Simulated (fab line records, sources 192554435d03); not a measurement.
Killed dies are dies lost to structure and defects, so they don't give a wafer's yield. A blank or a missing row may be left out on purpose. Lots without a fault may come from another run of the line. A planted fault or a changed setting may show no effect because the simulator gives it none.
Split-lot experiment | flow n5_finfet | 7 lots, 21 wafers read, on a route of 1938 steps

THE SPLIT
At N5_WELL_APT_PEB_23 (peb time 90 s), the setting peb_temp_c was moved away from the recipe's 130 C on 4 of the 21 wafers read, by -2.8% to +2.6%. The other wafers ran this setting at the recipe's value.

FROM THE SPLIT TO THE READING: what the file shows between them, 2 steps
- N5_WELL_APT_DEVELOP_24: develop time 45 s
- N5_WELL_APT_HARDBAKE_29: time 120 s

THE READING
cd_nm, in nm, at N5_WELL_APT_CD_MEAS_25 (target cd 200 nm). Fault-free wafers of this fab line usually give 200.5 nm, standard deviation 1.4 nm.

wafer  | tool, chamber at the split | peb_temp_c as run, C | against the recipe | cd_nm, nm | against lot-mates on the recipe
L078.1 | litho_track-01, 0          | 130                  | recipe             | 199.0     | -
L078.2 | litho_track-01, 0          | 130                  | recipe             | 197.1     | -
L078.3 | litho_track-01, 0          | 130                  | recipe             | 194.5     | -
L079.1 | litho_track-05, 0          | 126.3                | -2.8%              | 189.8     | -24.3
L079.3 | litho_track-05, 0          | 130                  | recipe             | 214.1     | -
L079.4 | litho_track-05, 0          | 126.3                | -2.8%              | 189.1     | -25.0
L081.2 | litho_track-03, 0          | 130                  | recipe             | 200.8     | -
L081.5 | litho_track-03, 0          | 130                  | recipe             | 213.3     | -
L081.6 | litho_track-03, 0          | 130                  | recipe             | 211.0     | -
L085.2 | litho_track-05, 0          | 130                  | recipe             | 200.0     | -
L085.4 | litho_track-05, 0          | 130                  | recipe             | 198.4     | -
L085.6 | litho_track-05, 0          | 130                  | recipe             | 198.9     | -
L087.1 | litho_track-03, 0          | 126.9                | -2.4%              | 181.0     | -21.4
L087.2 | litho_track-03, 0          | 130                  | recipe             | 201.9     | -
L087.4 | litho_track-03, 0          | 130                  | recipe             | 202.9     | -
L091.1 | litho_track-05, 0          | 130                  | recipe             | 211.5     | -
L091.2 | litho_track-05, 0          | 130                  | recipe             | 200.6     | -
L091.4 | litho_track-05, 0          | 133.4                | +2.6%              | 217.7     | +11.6
L097.1 | litho_track-03, 0          | 130                  | recipe             | 199.9     | -
L097.2 | litho_track-03, 0          | 130                  | recipe             | 200.1     | -
L097.4 | litho_track-03, 0          | 130                  | recipe             | 200.7     | -

THE FIT
A straight line over all 21 wafers: cd_nm changes by +5.77 nm for each +1% of peb_temp_c; r = +0.76; the points scatter about the line by 5.9 nm.
The same after taking each lot's own level away (the mean of its wafers on the recipe; 21 wafers): +7.56 nm for each +1%; r = +0.93; scatter 3.6 nm.
On that fit, the largest move of peb_temp_c shifts the reading by 22 nm.
The lots' own levels span 196.87 to 214.10 nm, that is 12.3 times the standard deviation above.
So the lot-to-lot level blurs the effect unless lot-mates are compared.
Check: with one of the wafers moved furthest among these (-2.8%) left out of the fit, the line predicts -21.6 nm for it against its lot-mates. It came out at -24.3 nm against them.

OTHER SPLITS ON THESE WAFERS
These wafers also went through other splits before the reading. Each is held against what the fit with the lots' levels taken away leaves over:
other split on the same wafers | wafers away from the commonest value | r with cd_nm (lot level and that fit taken away)
N5_ZERO_LAYER_PECVD_02 time_s  | 7                                    | -0.09
N5_WELL_APT_EXPOSE_22 dose_mj  | 7                                    | +0.37

THE WHOLE CHAIN: every reading that the file lists as answering this split, in the file's order
step                   | what it does             | reading                                                         | change (the file's fit)              | r (the file's)
N5_WELL_APT_CD_MEAS_25 | target cd 200 nm         | cd_nm                                                           | +7.36 nm for each +1% of the setting | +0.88
N5_WELL_APT_DESCUM_30  | chemistry O2, time 7.9 s | WELL_APT.cd_nm (the simulator's own value, which no gauge read) | +7.26 nm for each +1% of the setting | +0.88

THE FILE'S OWN FIT
cd_nm changes by +7.36 nm for each +1% of peb_temp_c, r = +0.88.
